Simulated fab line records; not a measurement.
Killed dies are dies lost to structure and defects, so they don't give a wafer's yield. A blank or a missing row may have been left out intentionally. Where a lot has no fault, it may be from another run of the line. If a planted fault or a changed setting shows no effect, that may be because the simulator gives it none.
The tool behind it: which one? | flow n5Finfet | 9 lots, 27 wafers sampled, at 6 steps of a route of 1938

== WHAT THE GAUGES READ, wafer by wafer ==
N5_BEOL_M3_THK_MEAS_01.
lot  | measured     | on           | M3_ILD_THK (nm)
L214 | day 8 07:16  | filmMetro-01 | 79.0 80.2 80.5
L216 | day 9 13:03  | filmMetro-01 | 78.4 78.3 78.1
L217 | day 9 16:52  | filmMetro-01 | 78.6 77.9 78.1
L218 | day 9 19:06  | filmMetro-02 | 78.8 78.9 80.3
L228 | day 11 22:46 | filmMetro-02 | 88.7 89.8 89.4
L229 | day 12 02:00 | filmMetro-02 | 88.5 90.3 90.2
L230 | day 12 08:49 | filmMetro-01 | 78.9 80.5 79.3
L231 | day 12 15:20 | filmMetro-02 | 78.2 78.2 78.6
L234 | day 13 22:28 | filmMetro-02 | 78.5 78.8 80.3

N5_BEOL_M4_RC_MEAS_101.
lot  | measured     | on        | DIBL_N (mV/V)  | DIBL_P (mV/V)  | IOFF_N (nA/um)    | IOFF_P (nA/um) | ION_N (uA/um) | ION_P (uA/um) | SS_N (mV/dec)  | SS_P (mV/dec)  | VT_N (mV)         | VT_P (mV)
L214 | day 9 19:06  | prober-01 | 34.4 32.8 34.7 | 34.2 32.1 34.6 | 0.113 0.097 0.123 | 0.17 0.14 0.18 | 654 654 664   | 457 454 460   | 70.8 70.5 71.1 | 72.5 72.9 73.6 | 255.3 255.2 254.6 | -254 -256 -253
L216 | day 11 09:54 | prober-01 | 35.8 35.7 37.3 | 35.3 35.4 37.0 | 0.143 0.144 0.171 | 0.18 0.19 0.20 | 675 675 680   | 457 458 459   | 71.1 70.8 71.6 | 72.9 73.4 73.3 | 250.7 251.6 249.7 | -252 -252 -251
L217 | day 11 12:30 | prober-02 | 35.3 37.4 35.4 | 33.8 36.0 33.4 | 0.133 0.164 0.134 | 0.19 0.22 0.19 | 674 681 665   | 466 467 463   | 71.6 71.4 71.7 | 72.8 73.2 73.0 | 251.5 247.7 251.1 | -251 -250 -251
L218 | day 11 18:32 | prober-01 | 36.0 36.1 35.8 | 37.6 37.5 36.5 | 0.164 0.170 0.153 | 0.23 0.24 0.21 | 681 684 684   | 467 474 473   | 71.3 71.3 71.1 | 73.5 72.8 73.8 | 247.5 249.1 250.3 | -249 -248 -250
L228 | day 13 22:28 | prober-01 | 34.8 34.8 34.4 | 35.8 36.5 35.5 | 0.141 0.150 0.139 | 0.19 0.21 0.19 | 666 667 662   | 463 464 457   | 72.3 72.2 71.7 | 73.6 72.3 73.4 | 248.4 252.6 248.3 | -253 -249 -251
L229 | day 13 23:57 | prober-02 | 37.7 35.4 38.0 | 36.4 33.7 37.1 | 0.176 0.134 0.192 | 0.26 0.21 0.28 | 683 668 678   | 472 465 473   | 71.4 72.0 72.3 | 74.0 73.5 73.9 | 245.8 247.5 245.9 | -246 -246 -243
L230 | day 14 07:26 | prober-02 | 38.0 36.2 36.5 | 38.0 36.0 35.8 | 0.180 0.142 0.143 | 0.24 0.20 0.20 | 680 664 667   | 466 459 463   | 71.8 71.0 71.7 | 73.8 73.3 73.8 | 249.6 249.0 253.3 | -252 -252 -252
L231 | day 14 10:12 | prober-01 | 35.4 34.7 35.4 | 37.6 37.2 38.1 | 0.143 0.137 0.149 | 0.19 0.18 0.20 | 670 666 676   | 459 456 467   | 71.4 71.4 72.0 | 73.7 73.1 73.9 | 252.1 250.1 250.3 | -254 -253 -251
L234 | day 16 09:26 | prober-01 | 34.5 36.4 35.0 | 35.1 37.7 35.5 | 0.136 0.172 0.146 | 0.18 0.22 0.19 | 669 680 671   | 456 468 467   | 70.9 71.4 71.5 | 73.0 73.1 72.6 | 251.0 246.8 249.7 | -253 -251 -251

== TOOL THAT RAN EACH LOT (tool first, then ch and the chambers of the sampled wafers, then the start) ==
lot  | N5_BEOL_M2_ANNEAL_82        | N5_BEOL_M2_SPUTTER_90       | N5_BEOL_M2_SPUTTER_94       | N5_BEOL_M3_ILD_DEP_00
L214 | pvdSputter-03, day 8 04:46  | pvdSputter-03, day 8 05:21  | pvdSputter-03, day 8 05:47  | pecvd-04 ch 0,1,2, day 8 07:11
L216 | pvdSputter-02, day 9 10:20  | pvdSputter-02, day 9 10:55  | pvdSputter-02, day 9 11:21  | pecvd-03 ch 0,1, day 9 12:58
L217 | pvdSputter-03, day 9 13:50  | pvdSputter-03, day 9 14:25  | pvdSputter-03, day 9 14:51  | pecvd-01 ch 1,2, day 9 16:47
L218 | pvdSputter-01, day 9 16:29  | pvdSputter-01, day 9 17:04  | pvdSputter-01, day 9 17:30  | pecvd-04 ch 0,2, day 9 19:02
L228 | pvdSputter-02, day 11 20:21 | pvdSputter-02, day 11 20:56 | pvdSputter-02, day 11 21:22 | pecvd-04 ch 0,1,2, day 11 22:42
L229 | pvdSputter-02, day 11 23:35 | pvdSputter-02, day 12 00:10 | pvdSputter-02, day 12 00:37 | pecvd-04 ch 0,1,2, day 12 01:56
L230 | pvdSputter-03, day 12 06:24 | pvdSputter-03, day 12 06:59 | pvdSputter-03, day 12 07:25 | pecvd-01 ch 0,1,2, day 12 08:46
L231 | pvdSputter-03, day 12 12:54 | pvdSputter-03, day 12 13:29 | pvdSputter-03, day 12 13:55 | pecvd-01 ch 0,2, day 12 15:16
L234 | pvdSputter-01, day 13 19:44 | pvdSputter-01, day 13 20:19 | pvdSputter-01, day 13 20:46 | pecvd-01 ch 1,2, day 13 22:23
- N5_BEOL_M2_ANNEAL_82: time 240 s.
- N5_BEOL_M2_SPUTTER_90: material Cu, target thk 4.5 nm, time 8.29 s.
- N5_BEOL_M2_SPUTTER_94: material Cu, target thk 4.5 nm, time 8.29 s.
- N5_BEOL_M3_ILD_DEP_00: deposits SiOC from DEMS/O2, target thk 79 nm, time 15.3 s.

== WHAT THE TOOLS THEMSELVES READ (means of the sampled wafers that have a number; where no wafer has one, the mark that the record gives instead) ==
N5_BEOL_M2_ANNEAL_82.
lot  | tool          | heaterPowerW (W)
L214 | pvdSputter-03 | 798
L216 | pvdSputter-02 | 821
L217 | pvdSputter-03 | 847
L218 | pvdSputter-01 | 907
L228 | pvdSputter-02 | 838
L229 | pvdSputter-02 | 791
L230 | pvdSputter-03 | 787
L231 | pvdSputter-03 | 855
L234 | pvdSputter-01 | 900

N5_BEOL_M2_SPUTTER_90.
lot  | tool          | substrateTempC (C) | throttleValvePct (%)
L214 | pvdSputter-03 | -19.95             | 30.5
L216 | pvdSputter-02 | -19.93             | 28.0
L217 | pvdSputter-03 | -20.01             | 29.7
L218 | pvdSputter-01 | -20.00             | 29.5
L228 | pvdSputter-02 | -19.92             | 28.4
L229 | pvdSputter-02 | -20.06             | 29.0
L230 | pvdSputter-03 | -19.99             | 30.0
L231 | pvdSputter-03 | -19.95             | 29.8
L234 | pvdSputter-01 | -19.99             | 29.7

N5_BEOL_M2_SPUTTER_94.
lot  | tool          | substrateTempC (C) | throttleValvePct (%)
L214 | pvdSputter-03 | -19.99             | 30.3
L216 | pvdSputter-02 | -19.98             | 28.3
L217 | pvdSputter-03 | -20.02             | 29.6
L218 | pvdSputter-01 | -20.00             | 29.8
L228 | pvdSputter-02 | -20.03             | 28.6
L229 | pvdSputter-02 | -19.96             | 29.0
L230 | pvdSputter-03 | -20.10             | 29.9
L231 | pvdSputter-03 | -19.98             | 29.7
L234 | pvdSputter-01 | -20.18             | 29.8

N5_BEOL_M3_ILD_DEP_00.
lot  | tool     | heaterPowerOuterW (W) | heaterPowerW (W) | showerheadPlenumPTorr (Torr) | throttleValvePct (%)
L214 | pecvd-04 | 272                   | 490              | 5.698                        | 12.0
L216 | pecvd-03 | 239                   | 473              | 5.710                        | 11.8
L217 | pecvd-01 | 322                   | 560              | 5.682                        | 11.5
L218 | pecvd-04 | 255                   | 466              | 5.688                        | 11.7
L228 | pecvd-04 | 284                   | 495              | 5.697                        | 11.9
L229 | pecvd-04 | 273                   | 497              | 5.691                        | 11.9
L230 | pecvd-01 | 275                   | 521              | 5.677                        | 11.8
L231 | pecvd-01 | 281                   | 503              | 5.686                        | 11.3
L234 | pecvd-01 | 315                   | 546              | 5.678                        | 11.7

== THE ANSWER, worked out from the rows above alone ==
Rule: usual is defined by the lots themselves. Put in order of their means at a reading, lots are off if they are a third of the lots or fewer, leave a main group of 4 or more, and stand apart from it by a gap of 3 or more times the standard deviation of the main group's means; of several such gaps the widest counts. The tables above print the reading to a certain number of digits; a main group whose means all agree to those digits is not used. Also off: a lot with no number at a reading for which 4 or more lots have one. The other lots that the step has rows for count as sound. After the gauges, taken in route order, come the tools' own readings; for these a lot's mean is taken, as printed above. At the first step where some lot is off, the reading lying furthest off is the one used; lots without a number count as furthest.
Off: L228, L229, seen at N5_BEOL_M3_THK_MEAS_01 (M3_ILD_THK). The main group has a mean of 79.0 nm with a standard deviation of 0.64.
If a tool, at a process step before that reading, ran all the lots that are off and no sound lot after the first of them, it fits. Gauges at N5_BEOL_M3_THK_MEAS_01: tried the same way as those tools. Can't be told from this: 2 tools fit, pvdSputter-02 at N5_BEOL_M2_ANNEAL_82 and N5_BEOL_M2_SPUTTER_90 and N5_BEOL_M2_SPUTTER_94, pecvd-04 at N5_BEOL_M3_ILD_DEP_00.

== WHAT THE SIMULATOR HAD PUT IN ==
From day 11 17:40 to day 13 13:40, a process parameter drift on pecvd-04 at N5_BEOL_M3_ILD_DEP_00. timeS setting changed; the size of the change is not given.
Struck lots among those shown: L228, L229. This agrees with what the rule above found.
